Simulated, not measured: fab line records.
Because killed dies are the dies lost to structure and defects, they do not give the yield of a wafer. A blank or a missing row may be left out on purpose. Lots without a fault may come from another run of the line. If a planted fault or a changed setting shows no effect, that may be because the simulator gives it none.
Chamber matching | flow n5 finfet | N5_SPACER0_ALD_00 on ald sin-03 has 4 sister chambers
The step deposits SiOCN, target thk 3.5 nm, pulse time 3 s, purge time 2 s. 16 wafers are shown with their chamber, then 8 later ones without.

WAFERS, EACH WITH ITS CHAMBER
wafer  | chamber | heater power w (W) | precursor pulse height rel
L076.1 | 0       | 1038               | 1.017
L076.2 | 3       | 875                | 1.022
L076.3 | 1       | 838                | 0.998
L076.4 | 2       | 729                | 1.018
L076.5 | 1       | 841                | 1.006
L076.6 | 2       | 708                | 1.015
L083.1 | 1       | 845                | 0.998
L083.2 | 2       | 772                | 1.018
L083.3 | 3       | 889                | 1.023
L087.1 | 2       | 761                | 0.980
L087.2 | 3       | 860                | 1.009
L087.5 | 2       | 790                | 1.007
L088.3 | 3       | 868                | 1.004
L088.4 | 2       | 752                | 0.991
L088.5 | 3       | 863                | 1.030
L089.2 | 2       | 761                | 1.024

SIGNATURES (means of the wafers above)
reading                    | chamber 0 | chamber 1 | chamber 2 | chamber 3 | scatter within a chamber
heater power w             | 1038.00   | 841.33    | 753.29    | 871.00    | 20.4
precursor pulse height rel | 1.01700   | 1.00067   | 1.00757   | 1.01760   | 0.0132
Rule: for each reading, subtract the chamber's mean from the wafer's reading, divide by that reading's scatter and square the result; add these up over the readings and take the root, which gives the wafer's distance from the chamber. If the next closest chamber is less than 2 further off than the closest, the wafer can't be placed; otherwise it belongs to the closest. How the scatter is found: for the shown wafers, subtract from each reading the mean of its chamber, square and add these, divide the total by (wafers less chambers), then take the root.

WAFERS WHOSE CHAMBER IS MISSING
wafer  | heater power w (W) | precursor pulse height rel
L089.3 | 863                | 1.011
L089.5 | 854                | 1.005
L092.1 | 832                | 1.005
L092.2 | 1050               | 0.993
L092.5 | 843                | 0.998
L097.1 | 883                | 0.980
L097.3 | 1026               | 0.972
L097.6 | 859                | 1.003

THE CHAMBER EACH PASSED THROUGH
wafer  | from the rows above     | in truth
L089.3 | can't be placed: 3 or 1 | 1
L089.5 | can't be placed: 1 or 3 | 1
L092.1 | can't be placed: 1 or 3 | 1
L092.2 | 0                       | 0
L092.5 | can't be placed: 1 or 3 | 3
L097.1 | can't be placed: 1 or 3 | 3
L097.3 | 0                       | 0
L097.6 | can't be placed: 1 or 3 | 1
Correctly placed: 2 of 8. These rows do not allow placing 6 (true chamber among the candidates in 6). 0 placed wrongly.
